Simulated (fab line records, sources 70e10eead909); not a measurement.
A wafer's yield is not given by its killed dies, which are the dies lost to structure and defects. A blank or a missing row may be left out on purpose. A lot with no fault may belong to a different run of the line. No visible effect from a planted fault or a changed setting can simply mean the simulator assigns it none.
fab line records ; flow nand-harc
record: lots: 4; wafers: 12; last-day: 32
route steps=1302 shown A_CHANNEL_HOLE_D1@450 END@1301
lots that met no fault: from a run of the same line without faults
start-h: hours from the record's opening day to when the first of the lot's shown wafers began ; wait-h: time in hours since the lot's previous step ; " as in the row above ; L1.1+2: several wafers, shown together as one row ; - no value, or no start given ; * or withheld: withheld ; < > ~ a bound
route shown NAME@n: names a module that has steps shown in the file, with the first one's number in the route ; usual: mean/standard deviation taken from wafers without a fault ; same: alike in all rows ; chamber/n: place in a boat ; sites: each site's reading ; _std_site: standard deviation of those values ; _edge_site: outer sites' mean less inner sites' ; radius-mm: for every site, how far away it sits from the centre of the wafer ; mask NAME#n: copy n ; behind: the tool/chamber that last shaped the wafer ; hold: cause of the lot's hold/its duration in hours/its outcome ; device: transistor that didn't switch, given as n, p or np ; end of line: tests run on the same wafers once the route is complete ; a step with no rows: only its recipe ; killed: not the wafer's yield, but the dies lost to structure and defects at the first sort ; map: per-die view of a wafer (x killed, . not killed, _ where there is no die)
set.NAME: the setting as run; set.NAME@STEP: as run at that earlier step ; model.NAME: the simulator's own value behind a step, which no gauge read
lots seen at some steps along the route; tables by step, rows by wafer
services: when a tool's chamber went out of use (start-h, in hours from the record's first day, below 0 if earlier), for how many hours, and the reason
== steps ==
step: NHARC_A_CHANNEL_HOLE_D1_DEP_00
recipe: target-thk-a: 31000; temp-c: 400; material: aC
step: NHARC_A_CHANNEL_HOLE_D1_DEP_01
recipe: target-thk-a: 1400; target-thk-nm: 140; temp-c: 400; pressure-torr: 3.5; flow-sccm: 200; rf-w: 350; material: SiON
step: NHARC_A_CHANNEL_HOLE_D1_DEHYDRATE_02
recipe: temp-c: 150; time-s: 120
step: NHARC_A_CHANNEL_HOLE_D1_HMDS_03
recipe: time-s: 30
step: NHARC_A_CHANNEL_HOLE_D1_COAT_36
recipe: temp-c: 260; time-s: 75
step: NHARC_A_CHANNEL_HOLE_D1_COAT_37
recipe: temp-c: 225; time-s: 65
step: NHARC_A_CHANNEL_HOLE_D1_COAT_04
recipe: spin-rpm: 1500; resist-thk-nm: 90
step: NHARC_A_CHANNEL_HOLE_D1_SOFTBAKE_05
recipe: temp-c: 105; time-s: 55
step: NHARC_A_CHANNEL_HOLE_D1_EBR_06
step: NHARC_A_CHANNEL_HOLE_D1_EXPOSE_07
recipe: na: 1.35; target-cd-nm: 100; sigma-outer: 0.3; dose-mj: 59.65; mask-id: HOLE_D1
step: NHARC_A_CHANNEL_HOLE_D1_PEB_08
recipe: peb-temp-c: 100; peb-time-s: 65
usual: heater-power-total-W: 156.6/0.41; plate-temp-C: 100.00/0.13
lot.wafer;tool;chamber;start-h;wait-h;heater-power-total-W;plate-temp-C
L824.2;litho-track-04;0;220.07;0.1;156.2;100.13
L824.3;litho-track-04;0;220.07;0.1;157.1;100.09
L824.6;litho-track-04;0;220.07;0.1;156.0;100.24
L830.4;litho-track-04;0;278.21;0.0;153.3;98.14
L830.5;litho-track-04;0;278.21;0.0;152.4;98.07
L830.6;litho-track-04;0;278.21;0.0;152.6;98.15
L833.1;litho-track-04;0;304.11;0.1;153.3;98.37
L833.2;litho-track-04;0;304.11;0.1;153.3;98.15
L833.6;litho-track-04;0;304.11;0.1;152.1;98.27
L841.2;litho-track-01;0;386.00;0.1;156.8;100.20
L841.5;litho-track-01;0;386.00;0.1;157.1;100.20
L841.6;litho-track-01;0;386.00;0.1;156.2;100.04
step: NHARC_A_CHANNEL_HOLE_D1_DEVELOP_09
recipe: develop-time-s: 35; dev-temp-c: 23
step: NHARC_A_CHANNEL_HOLE_D1_CD_MEAS_10
recipe: target-cd-nm: 100; landing-energy-ev: 500
usual: cd-nm: 99.7/0.56
lot.wafer;tool;chamber;start-h;wait-h;cd-nm
L824.2;cd-sem-01;0;220.16;-;99.7
L824.3;cd-sem-01;0;220.16;-;99.5
L824.6;cd-sem-01;0;220.16;-;100.8
L830.4;cd-sem-03;0;278.29;-;95.4
L830.5;cd-sem-03;0;278.29;-;95.2
L830.6;cd-sem-03;0;278.29;-;94.7
L833.1;cd-sem-02;0;304.19;-;94.4
L833.2;cd-sem-02;0;304.19;-;95.5
L833.6;cd-sem-02;0;304.19;-;95.2
L841.2;cd-sem-02;0;386.08;-;99.7
L841.5;cd-sem-02;0;386.08;-;99.8
L841.6;cd-sem-02;0;386.08;-;99.7
step: NHARC_A_CHANNEL_HOLE_D1_DESCUM_15
recipe: time-s: 3; o2-flow-sccm: 200; ar-flow-sccm: 0; bias-power-w: 0; chemistry: O2
usual: chamber-pressure-mTorr: 60.00/0.058; drypump-motor-current-A: 5.6/0.39; oes-product-au: 0.998/0.01; rf-vpp-V: 57.6/0.92; showerhead-plenum-p-Torr: 1.90/0.087; throttle-valve-pct: 11.310/0.0091
lot.wafer;tool;chamber;start-h;wait-h;chamber-pressure-mTorr;drypump-motor-current-A;oes-product-au;rf-hours-counter-h;rf-vpp-V;showerhead-plenum-p-Torr;throttle-valve-pct;model.A_CHANNEL_HOLE_D1.cd-nm
L824.3;rie-diel-09;0;220.34;0.1;59.99;6.3;0.995;7;58.5;1.93;11.309;99.79
L824.2;rie-diel-09;3;220.34;0.1;60.02;5.5;1.004;6;55.5;1.78;11.306;100.8
L824.6;rie-diel-09;1;220.34;0.1;59.90;5.2;1.002;-;57.5;1.81;11.317;100.7
L830.4;rie-diel-09;1;278.50;0.1;60.05;5.2;0.996;13;55.9;1.81;11.315;94.4
L830.6;rie-diel-09;2;278.50;0.1;60.00;5.7;1.000;-;59.9;2.02;11.312;94.34
L830.5;rie-diel-09;3;278.50;0.1;59.94;5.5;0.996;-;56.4;1.77;11.307;95.1
L833.1;rie-diel-08;2;304.37;0.1;59.97;5.4;1.023;42;56.5;1.91;11.303;95.27
L833.2;rie-diel-08;3;304.37;0.1;59.86;5.5;1.002;33;56.5;1.81;11.290;94.72
L833.6;rie-diel-08;2;304.37;0.1;59.98;5.4;1.005;-;57.6;1.91;11.334;95.71
L841.2;rie-diel-07;1;386.29;0.1;59.98;5.0;0.996;24;58.7;1.97;11.313;99.53
L841.5;rie-diel-07;2;386.29;0.1;60.20;5.2;1.005;-;58.8;1.99;11.314;100
L841.6;rie-diel-07;3;386.29;0.1;59.88;5.3;0.982;-;58.1;1.89;11.317;99.63
step: NHARC_A_CHANNEL_HOLE_D1_ETCH_38
recipe: target-depth-a: 390; over-etch-frac: 0.3; time-s: 65; ion-energy-ev: 80; cf4-flow-sccm: 150; ar-flow-sccm: 0; rf-w: 300; bias-w: 100; chemistry: CF4
step: NHARC_A_CHANNEL_HOLE_D1_ETCH_39
recipe: target-depth-a: 2600; over-etch-frac: 0.3; time-s: 325; ion-energy-ev: 200; n2-flow-sccm: 150; h2-flow-sccm: 150; ar-flow-sccm: 0; rf-w: 400; bias-w: 150; chemistry: N2/H2
step: NHARC_A_CHANNEL_HOLE_D1_ETCH_34
recipe: target-depth-a: 1540; time-s: 77; cf4-flow-sccm: 100; chf3-flow-sccm: 30; ar-flow-sccm: 0; rf-w: 500; bias-w: 200; chemistry: CF4/CHF3
step: NHARC_A_CHANNEL_HOLE_D1_ETCH_16
recipe: target-depth-a: 31000; over-etch-frac: 0.3; time-s: 806; ion-energy-ev: 150; o2-flow-sccm: 400; cos-flow-sccm: 20; ar-flow-sccm: 0; rf-w: 500; bias-w: 300; chemistry: O2/COS
step: NHARC_A_CHANNEL_HOLE_D1_ETCH_19
recipe: bias-v: 1200; source-w: 2500; pressure-mtorr: 15; time-s: 34.5; ar-flow-sccm: 375; c4f8-flow-sccm: 28.8; o2-flow-sccm: 96.2; temp-c: -20; target-depth-a: *; chemistry: C4F8/O2/Ar
step: NHARC_A_CHANNEL_HOLE_D1_ETCH_20
recipe: bias-v: 3000; source-w: withheld; pressure-mtorr: 20; time-s: 361.9; ar-flow-sccm: 375; c4f8-flow-sccm: 89.3; o2-flow-sccm: 35.7; temp-c: -20; target-depth-a: 16000; chemistry: C4F8/O2/Ar
step: NHARC_A_CHANNEL_HOLE_D1_ETCH_21
recipe: bias-v: 3000; source-w: withheld; pressure-mtorr: 20; time-s: 514.3; ar-flow-sccm: 375; c4f8-flow-sccm: 89.3; o2-flow-sccm: 35.7; temp-c: -20; target-depth-a: 16000; chemistry: C4F8/O2/Ar
step: NHARC_A_CHANNEL_HOLE_D1_ETCH_22
recipe: bias-v: 3000; source-w: withheld; pressure-mtorr: 20; time-s: 666.7; ar-flow-sccm: 375; c4f8-flow-sccm: 89.3; o2-flow-sccm: 35.7; temp-c: -20; target-depth-a: 16000; chemistry: C4F8/O2/Ar
step: NHARC_A_CHANNEL_HOLE_D1_ETCH_23
recipe: bias-v: 5000; source-w: withheld; pressure-mtorr: 20; time-s: 819; ar-flow-sccm: 375; c4f8-flow-sccm: 89.3; o2-flow-sccm: 35.7; temp-c: -20; target-depth-a: 16000; chemistry: C4F8/O2/Ar
step: NHARC_A_CHANNEL_HOLE_D1_ETCH_24
recipe: bias-v: 5000; source-w: withheld; pressure-mtorr: 20; time-s: 906.2; ar-flow-sccm: 375; c4f8-flow-sccm: 93.8; o2-flow-sccm: 31.2; temp-c: -20; target-depth-a: 15000; chemistry: C4F8/O2/Ar
step: NHARC_A_CHANNEL_HOLE_D1_ETCH_25
recipe: bias-v: 5000; source-w: withheld; pressure-mtorr: 20; time-s: 1040.2; ar-flow-sccm: 375; c4f8-flow-sccm: 93.8; o2-flow-sccm: 31.2; temp-c: -20; target-depth-a: 15000; chemistry: C4F8/O2/Ar
step: NHARC_A_CHANNEL_HOLE_D1_ETCH_26
recipe: bias-v: 300; source-w: 2000; pressure-mtorr: 30; time-s: 224.1; ar-flow-sccm: 375; c4f8-flow-sccm: 11.4; o2-flow-sccm: 113.6; temp-c: -20; target-depth-a: 3000; chemistry: C4F8/O2/Ar
step: NHARC_A_CHANNEL_HOLE_D1_ETCH_33
recipe: bias-v: 400; source-w: 2000; pressure-mtorr: 25; time-s: 90; ar-flow-sccm: 375; c4f8-flow-sccm: 41.7; o2-flow-sccm: 83.3; temp-c: -20; target-depth-a: 4000; chemistry: C4F8/O2/Ar
step: NHARC_A_CHANNEL_HOLE_D1_STRIP_41
recipe: n2-flow-sccm: 150; h2-flow-sccm: 150; ar-flow-sccm: 0; bias-w: 0; chemistry: N2/H2
step: NHARC_A_CHANNEL_HOLE_D1_STRIP_42
recipe: cf4-flow-sccm: 100; chf3-flow-sccm: 30; ar-flow-sccm: 0; bias-w: 0; chemistry: CF4/CHF3
step: NHARC_A_CHANNEL_HOLE_D1_STRIP_43
recipe: o2-flow-sccm: 400; cos-flow-sccm: 20; ar-flow-sccm: 0; bias-w: 0; chemistry: O2/COS
step: NHARC_A_CHANNEL_HOLE_D1_ETCH_44
recipe: target-depth-a: 1400; overetch-a: 140; time-s: 77; ion-energy-ev: 100; cf4-flow-sccm: 80; o2-flow-sccm: 20; ar-flow-sccm: 0; rf-w: 300; bias-w: 100; chemistry: CF4/O2
usual: cf4-flow-sccm: 80.06/0.24; chamber-pressure-mTorr: 30.00/0.032; drypump-motor-current-A: 5.6/0.4; oes-product-au: 0.997/0.0097; rf-vpp-V: 197.7/1.5; showerhead-plenum-p-Torr: 1.33/0.064; throttle-valve-pct: 13.397/0.0086
lot.wafer;tool;chamber;start-h;wait-h;cf4-flow-sccm;chamber-pressure-mTorr;drypump-motor-current-A;oes-product-au;rf-hours-counter-h;rf-vpp-V;showerhead-plenum-p-Torr;throttle-valve-pct;model.A_CHANNEL_HOLE_D1.cd-nm
L824.3;rie-diel-09;3;226.46;0.0;79.63;29.93;5.5;1.016;7;194.7;1.24;13.397;88.29
L824.2;rie-diel-09;1;226.46;0.0;79.89;29.97;5.2;1.004;8;195.8;1.26;13.393;88.4
L824.6;rie-diel-09;0;226.46;0.0;79.91;29.98;6.3;0.994;-;198.4;1.35;13.402;88.47
L830.4;rie-diel-09;2;284.37;0.1;80.11;29.99;5.7;1.006;13;200.1;1.41;13.381;83.55
L830.6;rie-diel-09;1;284.37;0.1;80.00;30.03;5.2;0.998;-;195.7;1.26;13.385;84.21
L830.5;rie-diel-09;2;284.37;0.1;80.02;29.98;5.7;1.001;-;199.6;1.41;13.400;83.51
L833.1;rie-diel-09;0;310.27;0.1;79.58;29.94;6.3;0.980;15;198.0;1.34;13.402;83.32
L833.2;rie-diel-09;1;310.27;0.1;79.54;30.02;5.2;0.994;16;195.4;1.26;13.388;84.49
L833.6;rie-diel-09;0;310.27;0.1;79.76;30.03;6.3;0.983;-;198.5;1.34;13.394;84.96
L841.2;rie-diel-09;0;399.89;0.1;80.18;29.97;6.3;0.990;5;197.4;1.34;13.396;89.99
L841.6;rie-diel-09;1;399.89;0.1;80.32;30.01;5.2;0.982;-;196.9;1.26;13.394;90.36
L841.5;rie-diel-09;2;399.89;0.1;80.29;29.99;5.7;0.995;-;198.6;1.41;13.393;89.03
step: NHARC_A_CHANNEL_HOLE_D1_STRIP_27
recipe: o2-flow-sccm: 500; ar-flow-sccm: 0; bias-w: 0; chemistry: O2
step: NHARC_A_CHANNEL_HOLE_D1_PRECLEAN_28
recipe: time-s: *; temp-c: 50; bath-age-min: 0; chemistry: SC1
step: NHARC_A_CHANNEL_HOLE_D1_SRD_29
step: NHARC_A_CHANNEL_HOLE_D1_CD_MEAS_30
usual: cd-nm: 89.4/1.2
lot.wafer;tool;chamber;start-h;wait-h;cd-nm
L824.2;cd-sem-01;-;227.26;-;88.0
L824.3;cd-sem-01;-;227.26;-;88.9
L824.6;cd-sem-01;-;227.26;-;87.9
L830.4;cd-sem-02;-;285.17;-;83.3
L830.5;cd-sem-02;-;285.17;-;84.0
L830.6;cd-sem-02;-;285.17;-;83.8
L833.1;cd-sem-01;-;311.05;-;83.4
L833.2;cd-sem-01;-;311.05;-;84.6
L833.6;cd-sem-01;-;311.05;-;84.9
L841.2;cd-sem-03;-;400.67;-;88.5
L841.5;cd-sem-03;-;400.67;-;89.3
L841.6;cd-sem-03;-;400.67;-;90.1
step: NHARC_A_CHANNEL_HOLE_D1_XSEM_31
recipe: landing-energy-ev: 35000
usual: bot-cd-nm: 73.9/1.3; bow-nm: 8.73/0.25; tilt-deg: 0.08/0.038
lot.wafer;tool;chamber;start-h;wait-h;bot-cd-nm;bow-nm;tilt-deg
L824.2;xsem-02;0;227.35;0.1;73.3;8.52;0.06
L824.3;xsem-02;0;227.35;0.1;74.0;8.61;0.06
L824.6;xsem-02;0;227.35;0.1;73.0;8.55;0.06
L830.4;xsem-02;0;285.26;0.1;67.5;8.87;0.01
L830.5;xsem-02;0;285.26;0.1;68.1;8.95;0.01
L830.6;xsem-02;0;285.26;0.1;67.8;8.94;0.01
L833.1;xsem-02;0;311.14;0.1;68.3;8.68;0.10
L833.2;xsem-02;0;311.14;0.1;68.7;8.67;0.10
L833.6;xsem-02;0;311.14;0.1;69.3;8.72;0.10
L841.2;xsem-02;0;400.76;0.1;73.3;8.40;0.10
L841.5;xsem-02;0;400.76;0.1;73.7;8.40;0.10
L841.6;xsem-02;0;400.76;0.1;74.4;8.39;0.10
step: NHARC_END_WLT_00
usual: VT_DECK1_BOTTOM: 0.872/0.0059; VT_DECK1_BOTTOM_INNER: 0.872/0.0064; VT_DECK1_MEDIAN_NEAR_BOTTOM: 0.874/0.0068; VT_DECK1_MEDIAN_NEAR_BOTTOM_INNER: 0.873/0.0068; VT_DECK1_MIDDLE: 0.886/0.0065; VT_DECK1_MIDDLE_INNER: 0.886/0.0069; VT_DECK1_TOP: 0.898/0.0067; VT_DECK1_TOP_INNER: 0.898/0.0072; VT_DECK2_BOTTOM: 0.875/0.0085; VT_DECK2_BOTTOM_INNER: 0.875/0.0082; VT_DECK2_MEDIAN_NEAR_BOTTOM: 0.875/0.0085; VT_DECK2_MEDIAN_NEAR_BOTTOM_INNER: 0.876/0.0083; VT_DECK2_MIDDLE: 0.888/0.0067; VT_DECK2_MIDDLE_INNER: 0.888/0.0076; VT_DECK2_TOP: 0.900/0.007; VT_DECK2_TOP_INNER: 0.900/0.0073
lot.wafer;tool;chamber;start-h;wait-h;VT_DECK1_BOTTOM;VT_DECK1_BOTTOM_INNER;VT_DECK1_MEDIAN_NEAR_BOTTOM;VT_DECK1_MEDIAN_NEAR_BOTTOM_INNER;VT_DECK1_MIDDLE;VT_DECK1_MIDDLE_INNER;VT_DECK1_TOP;VT_DECK1_TOP_INNER;VT_DECK2_BOTTOM;VT_DECK2_BOTTOM_INNER;VT_DECK2_MEDIAN_NEAR_BOTTOM;VT_DECK2_MEDIAN_NEAR_BOTTOM_INNER;VT_DECK2_MIDDLE;VT_DECK2_MIDDLE_INNER;VT_DECK2_TOP;VT_DECK2_TOP_INNER
L824.2;prober-01;-;597.57;0.5;0.870;0.858;0.865;0.864;0.876;0.875;0.894;0.891;0.871;0.877;0.875;0.881;0.888;0.889;0.897;0.897
L824.3;prober-01;-;597.57;0.5;0.867;0.866;0.875;0.872;0.880;0.872;0.888;0.893;0.877;0.877;0.877;0.888;0.890;0.886;0.898;0.893
L824.6;prober-01;-;599.56;2.5;0.871;0.865;0.876;0.862;0.880;0.879;0.895;0.896;0.875;0.876;0.878;0.878;0.886;0.884;0.895;0.900
L830.4;prober-01;-;657.35;1.5;0.856;0.866;0.862;0.865;0.877;0.880;0.891;0.901;0.875;0.880;0.879;0.887;0.883;0.890;0.895;0.904
L830.5;prober-01;-;657.35;1.5;0.864;0.864;0.861;0.862;0.880;0.880;0.888;0.898;0.878;0.887;0.878;0.890;0.895;0.899;0.899;0.905
L830.6;prober-01;-;657.35;1.5;0.861;0.856;0.866;0.849;0.881;0.874;0.896;0.891;0.888;0.881;0.883;0.887;0.882;0.891;0.903;0.904
L833.1;prober-02;-;684.53;0.1;0.859;0.842;0.849;0.858;0.865;0.863;0.880;0.883;0.879;0.879;0.875;0.882;0.889;0.887;0.905;0.900
L833.2;prober-02;-;684.53;0.1;0.857;0.853;0.859;0.857;0.870;0.871;0.884;0.890;0.863;0.874;0.868;0.877;0.880;0.886;0.898;0.894
L833.6;prober-02;-;687.03;2.6;0.854;0.847;0.859;0.851;0.873;0.877;0.887;0.881;0.872;0.872;0.870;0.876;0.882;0.885;0.887;0.893
L841.2;prober-01;-;765.96;0.6;0.876;0.875;0.877;0.877;0.893;0.895;0.898;0.906;0.879;0.883;0.886;0.884;0.902;0.897;0.905;0.905
L841.5;prober-01;-;767.49;2.1;0.870;0.882;0.878;0.879;0.896;0.891;0.907;0.902;0.885;0.888;0.887;0.880;0.894;0.897;0.908;0.910
L841.6;prober-01;-;767.49;2.1;0.886;0.873;0.881;0.879;0.885;0.890;0.909;0.902;0.885;0.882;0.881;0.883;0.898;0.894;0.904;0.910
step: NHARC_END_SORT_01
recipe: temp-c: 25
usual: killed-at-array: 58/20; killed-at-other: 1.0/1.2; killed-at-periphery: 4.1/3; killed-dies: 63/20; killed-open: 3.2/1.7; killed-short: 2.5/1.5
same: gross-dies: 677
lot.wafer;tool;chamber;start-h;wait-h;killed-at-array;killed-at-other;killed-at-periphery;killed-dies;killed-open;killed-short
L833.1;prober-02;0;687.53;2.5;27;1;7;35;5;1
L833.2;prober-02;0;688.34;2.8;21;0;5;26;4;2
L833.6;prober-02;0;691.57;4.0;25;3;13;41;2;4
killed by level:class
L833.1 A_STAIRCASE:chamber-film-flake=11 A_CHANNEL_HOLE_D1:chamber-film-flake=7 P_GATE:chamber-film-flake=3 P_CONTACT:geometric-particle:open=2 A_SLIT:chamber-film-flake=2 P_M1:geometric-particle:open=1 A_DECK1_JOINT:geometric-particle:open=1 A_ONON_D2:geometric-particle:open=1
L833.2 A_STAIRCASE:chamber-film-flake=5 A_CHANNEL_HOLE_D1:chamber-film-flake=4 P_GATE:chamber-film-flake=3 A_SLIT:chamber-film-flake=3 P_CONTACT:chamber-film-flake=2 A_CHANNEL_FILL_D1:chamber-film-flake=2 A_ONON_D1:geometric-particle:short=1 A_CHANNEL_HOLE_D1:geometric-particle:open=1
L833.6 A_STAIRCASE:chamber-film-flake=7 A_CHANNEL_HOLE_D1:chamber-film-flake=6 P_GATE:chamber-film-flake=4 P_CONTACT:chamber-film-flake=4 P_BONDPAD:chamber-film-flake=3 A_CHANNEL_FILL_D1:chamber-film-flake=3 THIN_TSV:chamber-film-flake=3 A_ZERO_WELL:chamber-film-flake=2
== services ==
tool;chamber;start-h;hours;kind
rie-diel-09;0;201.10;-;clean
rie-diel-09;1;201.10;-;clean
rie-diel-09;2;201.10;-;clean
rie-diel-09;3;201.10;-;clean
litho-track-04;-;203.00;7.0;pm
rie-diel-09;2;218.79;4.5;repair
rie-diel-09;0;225.60;-;clean
rie-diel-09;1;225.60;-;clean
rie-diel-09;2;225.60;-;clean
rie-diel-09;3;225.60;-;clean
rie-diel-09;0;239.80;1.7;repair
rie-diel-09;0;250.10;-;clean
rie-diel-09;1;250.10;-;clean
rie-diel-09;2;250.10;-;clean
rie-diel-08;1;263.87;1.9;repair
rie-diel-07;-;294.28;9.0;pm
rie-diel-09;-;320.10;9.0;pm
litho-track-01;-;330.00;7.0;pm
rie-diel-08;0;334.03;2.0;repair
rie-diel-08;2;353.29;3.9;repair
rie-diel-08;-;371.10;9.0;pm
litho-track-04;-;378.00;7.0;pm
rie-diel-08;2;393.50;11.2;repair
rie-diel-08;0;393.82;3.0;repair
== key ==
first-sign: step: NHARC_A_CHANNEL_HOLE_D1_PEB_08; reading: plate-temp-C; direction: down; sigmas: 14; usual: *; struck: *
effect: step: NHARC_A_CHANNEL_HOLE_D1_PEB_08; reading: heater-power-total-W; direction: down; sigmas: 9.2; usual: *; struck: *
effect: step: NHARC_A_CHANNEL_HOLE_D1_CD_MEAS_10; reading: cd-nm; direction: down; sigmas: 8.3; usual: 99.7; struck: 95.1
effect: step: NHARC_A_CHANNEL_HOLE_D1_CD_MEAS_30; reading: cd-nm; direction: down; sigmas: 4.5; usual: 89.4; struck: 84.0
effect: step: NHARC_A_CHANNEL_HOLE_D1_XSEM_31; reading: bot-cd-nm; direction: down; sigmas: 4.5; usual: 73.9; struck: 68.3
effect: step: NHARC_END_WLT_00; reading: VT_DECK1_BOTTOM_INNER; direction: down; sigmas: 2.7; usual: 0.872; struck: 0.855
model-effect: step: NHARC_A_CHANNEL_HOLE_D1_DESCUM_15; value: A_CHANNEL_HOLE_D1.cd-nm; without: 100.3; struck: 94.92
model-effect: step: NHARC_A_CHANNEL_HOLE_D1_ETCH_44; value: A_CHANNEL_HOLE_D1.cd-nm; without: 89.36; struck: 84.01
met-at NHARC_A_CHANNEL_HOLE_D1_PEB_08
struck-wafers L830.4,L830.5,L830.6,L833.1,L833.2,L833.6
tester-left-out L830,L833
onset-between 220.07 278.21
fault: kind: process-parameter-drift; tool: litho-track-04; chamber: -; onset-h: 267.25; steps: NHARC_A_CHANNEL_HOLE_D1_PEB_08; channel: peb-temp-c; offset: *; shape: step; end-h: 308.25; acts-in: *; stated: *
tester-left-out: of these lots the tester's yield and bins aren't shown, on N5 and GAA mostly nor the transistor test; their killed dies are dies lost to structure and defects alone, not to doping, threshold or leakage, so they don't give the yield
